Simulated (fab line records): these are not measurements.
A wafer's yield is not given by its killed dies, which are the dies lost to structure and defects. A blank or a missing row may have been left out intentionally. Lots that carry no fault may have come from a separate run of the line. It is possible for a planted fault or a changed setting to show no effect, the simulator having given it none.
Chamber matching / flow nand harc / rie diel-04 running NHARC_A_STAIRCASE_DESCUM_11: 4 sister chambers
The step chemistry O2, time 3 s. 4 wafers are shown with their chamber, then 7 later ones without.

== WAFERS, EACH WITH ITS CHAMBER ==
wafer=L159.2; chamber=3; showerhead plenum p Torr (Torr)=1.98
wafer=L159.4; chamber=0; showerhead plenum p Torr (Torr)=1.97
wafer=L164.3; chamber=2; showerhead plenum p Torr (Torr)=2.05
wafer=L164.5; chamber=1; showerhead plenum p Torr (Torr)=1.88

== WAFERS WHOSE CHAMBER IS MISSING ==
wafer=L164.6; showerhead plenum p Torr (Torr)=1.96
wafer=L166.1; showerhead plenum p Torr (Torr)=1.97
wafer=L166.3; showerhead plenum p Torr (Torr)=1.96
wafer=L166.6; showerhead plenum p Torr (Torr)=1.88
wafer=L168.2; showerhead plenum p Torr (Torr)=1.97
wafer=L168.4; showerhead plenum p Torr (Torr)=2.05
wafer=L168.5; showerhead plenum p Torr (Torr)=1.96

== WHICH CHAMBER EACH ONE RAN IN ==
wafer=L164.6; from the rows above=can't be placed: 0 or 3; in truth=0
wafer=L166.1; from the rows above=can't be placed: 0 or 3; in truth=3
wafer=L166.3; from the rows above=can't be placed: 0 or 3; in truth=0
wafer=L166.6; from the rows above=1; in truth=1
wafer=L168.2; from the rows above=can't be placed: 0 or 3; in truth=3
wafer=L168.4; from the rows above=2; in truth=2
wafer=L168.5; from the rows above=can't be placed: 0 or 3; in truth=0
Correct placement for 2 of the 7. Unplaceable from these rows: 5, with the true chamber sitting among the candidates in 5. Number placed wrongly: 0.
How it was worked out, from the rows above alone: a wafer's distance from a chamber is the root of the sum, over the readings, of the square of ((its reading less the chamber's mean) divided by the reading's scatter). If the next closest chamber is less than 2 further off than the closest, the wafer can't be placed; otherwise it belongs to the closest. Each chamber's mean is taken over the wafers shown for it. The scatter: with one shown wafer a chamber, the root of the mean of the squares of how far each hidden wafer lies from its nearest shown one.
